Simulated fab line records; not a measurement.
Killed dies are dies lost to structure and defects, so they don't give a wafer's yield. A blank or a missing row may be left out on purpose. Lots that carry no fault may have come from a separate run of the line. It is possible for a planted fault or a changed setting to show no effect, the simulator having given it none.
Which tool did it? | flow n5Finfet | 69 wafers from 23 lots sampled at 3 of the route's 1938 steps

## WHAT THE GAUGES SHOWED, per wafer
N5_MIM_BOT_LITHO_INSPECT_12: inspects for defects (macro).
lot  | measured     | on               | rawDefectCount
L075 | day 13 19:56 | defectInspect-02 | 3 2 3
L076 | day 14 02:55 | defectInspect-01 | 5 2 2
L077 | day 14 18:01 | defectInspect-01 | 4 3 2
L078 | day 15 01:20 | defectInspect-02 | 1 3 1
L080 | day 15 02:14 | defectInspect-02 | 1 2 2
L079 | day 15 05:23 | defectInspect-01 | 2 0 2
L081 | day 15 08:15 | defectInspect-01 | 1 1 2
L083 | day 15 17:11 | defectInspect-02 | 2 2 1
L082 | day 16 02:40 | defectInspect-02 | 2 1 2
L086 | day 16 13:17 | defectInspect-01 | 0 0 5
L084 | day 16 14:54 | defectInspect-02 | 3 2 3
L089 | day 16 22:21 | defectInspect-01 | 2 3 1
L087 | day 17 00:13 | defectInspect-02 | 5 5 0
L088 | day 17 05:40 | defectInspect-02 | 2 2 6
L085 | day 17 12:07 | defectInspect-01 | 0 1 2
L093 | day 17 19:06 | defectInspect-01 | 1 1 0
L091 | day 17 15:14 | defectInspect-01 | 3 1 1
L096 | day 18 04:08 | defectInspect-02 | 3 3 2
L092 | day 18 17:34 | defectInspect-01 | 2 2 2
L094 | day 18 20:30 | defectInspect-02 | 2 1 2
L095 | day 19 08:15 | defectInspect-02 | 2 1 1
L090 | day 19 08:17 | defectInspect-01 | 1 1 0
L097 | day 20 09:02 | defectInspect-01 | 0 1 1

## WHAT TOOL EACH LOT RAN ON (gives the tool, then ch and the chambers of the sampled wafers, and finally the start)
lot  | N5_BEOL_M15_STRIP_63                         | N5_MIM_BOT_SPUTTER_00
L075 | rieDiel-04 ch 0,1, day 13 15:27 or earlier   | pvdSputter-02, day 13 15:27
L076 | rieDiel-02 ch 0,1,3, day 13 23:34 or earlier | pvdSputter-03, day 13 23:34
L077 | rieDiel-04 ch 0,2, day 14 13:51 or earlier   | pvdSputter-03, day 14 13:51
L078 | rieDiel-01 ch 0,2, day 14 22:01 or earlier   | pvdSputter-01, day 14 22:01
L080 | rieDiel-01 ch 0,2, day 15 00:11 or earlier   | pvdSputter-01, day 15 00:11
L079 | rieDiel-04 ch 1,2,3, day 15 03:23 or earlier | pvdSputter-01, day 15 03:23
L081 | rieDiel-01 ch 0,2,3, day 15 03:37 or earlier | pvdSputter-03, day 15 03:37
L083 | rieDiel-04 ch 0,1,3, day 15 11:39 or earlier | pvdSputter-01, day 15 11:39
L082 | rieDiel-02 ch 0,2,3, day 16 00:23 or earlier | pvdSputter-01, day 16 00:23
L086 | rieDiel-04 ch 0,1,3, day 16 10:46 or earlier | pvdSputter-01, day 16 10:46
L084 | rieDiel-04 ch 0,1,3, day 16 10:59 or earlier | pvdSputter-01, day 16 10:59
L089 | rieDiel-04 ch 1,2,3, day 16 18:11 or earlier | pvdSputter-02, day 16 18:11
L087 | rieDiel-01 ch 0,2, day 16 21:28 or earlier   | pvdSputter-01, day 16 21:28
L088 | rieDiel-01 ch 2,3, day 17 03:32 or earlier   | pvdSputter-02, day 17 03:32
L085 | rieDiel-02 ch 0,2, day 17 09:52 or earlier   | pvdSputter-02, day 17 09:52
L093 | rieDiel-02 ch 1,2,3, day 17 13:23 or earlier | pvdSputter-02, day 17 13:23
L091 | rieDiel-02 ch 1,2,3, day 17 13:24 or earlier | pvdSputter-01, day 17 13:24
L096 | rieDiel-02 ch 1,3, day 17 22:11 or earlier   | pvdSputter-01, day 17 22:11
L092 | rieDiel-01 ch 0,1,3, day 18 15:24 or earlier | pvdSputter-01, day 18 15:24
L094 | rieDiel-02 ch 0,1,3, day 18 15:55 or earlier | pvdSputter-02, day 18 15:55
L095 | rieDiel-04 ch 1,2, day 19 03:35 or earlier   | pvdSputter-02, day 19 03:35
L090 | rieDiel-02 ch 0,1,3, day 19 03:40 or earlier | pvdSputter-03, day 19 03:40
L097 | rieDiel-02 ch 2,3, day 20 07:12 or earlier   | pvdSputter-02, day 20 07:12
- N5_BEOL_M15_STRIP_63: strips in O2.
- N5_MIM_BOT_SPUTTER_00: material TiN, target thk 35 nm, time 89.7 s.

## AS READ BY THE TOOLS THEMSELVES (means over the sampled wafers that have a number; for cases with no such wafer, the mark the record gives instead)
N5_BEOL_M15_STRIP_63.
lot  | tool       | drypumpMotorCurrentA (A) | oesProductAu (a.u.) | rfVppV (V) | showerheadPlenumPTorr (Torr) | throttleValvePct (%)
L075 | rieDiel-04 | 5.4                      | 0.76                | 4.0        | 2.06                         | 16.66
L076 | rieDiel-02 | 5.5                      | 0.84                | 3.9        | 2.10                         | 16.53
L077 | rieDiel-04 | 5.4                      | 0.86                | 4.0        | 2.06                         | 16.58
L078 | rieDiel-01 | 6.0                      | 0.82                | 4.1        | 2.21                         | 16.44
L080 | rieDiel-01 | 6.1                      | 0.76                | 3.6        | 2.18                         | 16.67
L079 | rieDiel-04 | 5.9                      | 0.82                | 3.6        | 2.05                         | 16.48
L081 | rieDiel-01 | 5.9                      | 0.75                | 3.7        | 2.18                         | 16.71
L083 | rieDiel-04 | 5.7                      | 0.75                | 3.6        | 2.00                         | 16.67
L082 | rieDiel-02 | 5.7                      | 0.83                | 4.3        | 2.12                         | 16.58
L086 | rieDiel-04 | 5.7                      | 0.73                | 3.5        | 2.00                         | 16.68
L084 | rieDiel-04 | 5.7                      | 0.74                | 3.8        | 2.00                         | 16.69
L089 | rieDiel-04 | 5.9                      | 0.80                | 3.8        | 2.04                         | 16.52
L087 | rieDiel-01 | 6.0                      | 0.80                | 3.7        | 2.20                         | 16.51
L088 | rieDiel-01 | 5.8                      | 0.79                | 3.5        | 2.20                         | 16.54
L085 | rieDiel-02 | 5.5                      | 0.84                | 4.0        | 2.13                         | 16.75
L093 | rieDiel-02 | 5.5                      | 0.83                | 4.6        | 2.09                         | 16.49
L091 | rieDiel-02 | 5.5                      | 0.82                | 3.6        | 2.09                         | 16.50
L096 | rieDiel-02 | 5.3                      | 0.81                | 3.4        | 2.06                         | 16.46
L092 | rieDiel-01 | 5.8                      | 0.92                | 4.8        | 2.17                         | 16.62
L094 | rieDiel-02 | 5.6                      | 0.81                | 4.0        | 2.09                         | 16.60
L095 | rieDiel-04 | 5.7                      | 0.77                | 3.0        | 2.09                         | 16.56
L090 | rieDiel-02 | 5.6                      | 0.80                | 3.8        | 2.09                         | 16.62
L097 | rieDiel-02 | 5.9                      | 0.79                | 3.8        | 2.11                         | 16.52

N5_MIM_BOT_SPUTTER_00.
lot  | tool          | substrateTempC (C) | throttleValvePct (%)
L075 | pvdSputter-02 | 199.98             | 29.1
L076 | pvdSputter-03 | 200.02             | 29.8
L077 | pvdSputter-03 | 199.98             | 30.5
L078 | pvdSputter-01 | 200.14             | 29.8
L080 | pvdSputter-01 | 200.12             | 30.2
L079 | pvdSputter-01 | 199.99             | 29.6
L081 | pvdSputter-03 | 200.13             | 28.7
L083 | pvdSputter-01 | 199.90             | 29.2
L082 | pvdSputter-01 | 199.94             | 28.9
L086 | pvdSputter-01 | 200.13             | 28.8
L084 | pvdSputter-01 | 199.96             | 29.9
L089 | pvdSputter-02 | 200.17             | 30.5
L087 | pvdSputter-01 | 199.74             | 29.9
L088 | pvdSputter-02 | 199.96             | 30.6
L085 | pvdSputter-02 | 199.87             | 30.5
L093 | pvdSputter-02 | 200.25             | 29.3
L091 | pvdSputter-01 | 200.16             | 30.4
L096 | pvdSputter-01 | 199.84             | 30.3
L092 | pvdSputter-01 | 200.01             | 29.1
L094 | pvdSputter-02 | 199.99             | 29.2
L095 | pvdSputter-02 | 200.03             | 29.9
L090 | pvdSputter-03 | 200.08             | 27.9
L097 | pvdSputter-02 | 199.86             | 29.4

## THE ANSWER, worked out from the rows above alone
Rule: usual is defined by the lots themselves. Put in order of their means at a reading, lots are off if they are a third of the lots or fewer, leave a main group of 4 or more, and stand apart from it by a gap of 3 or more times the standard deviation of the main group's means; of several such gaps the widest counts. A main group is skipped when, at the precision printed for the reading in the tables above, its means are all equal. A lot without any number at a reading at which 4 lots or more have one is off too. Any other lot the step has rows for is counted as sound. The gauges are gone through in route order, then the tools' own readings, and for those a lot's mean is taken as printed above. The first step at which some lot is off is used, and at that step the reading that is off furthest; a lot without a number counts as furthest.
No lot is off on any of the readings shown, so nothing can be concluded from this.

## WHAT THE SIMULATOR PUT IN
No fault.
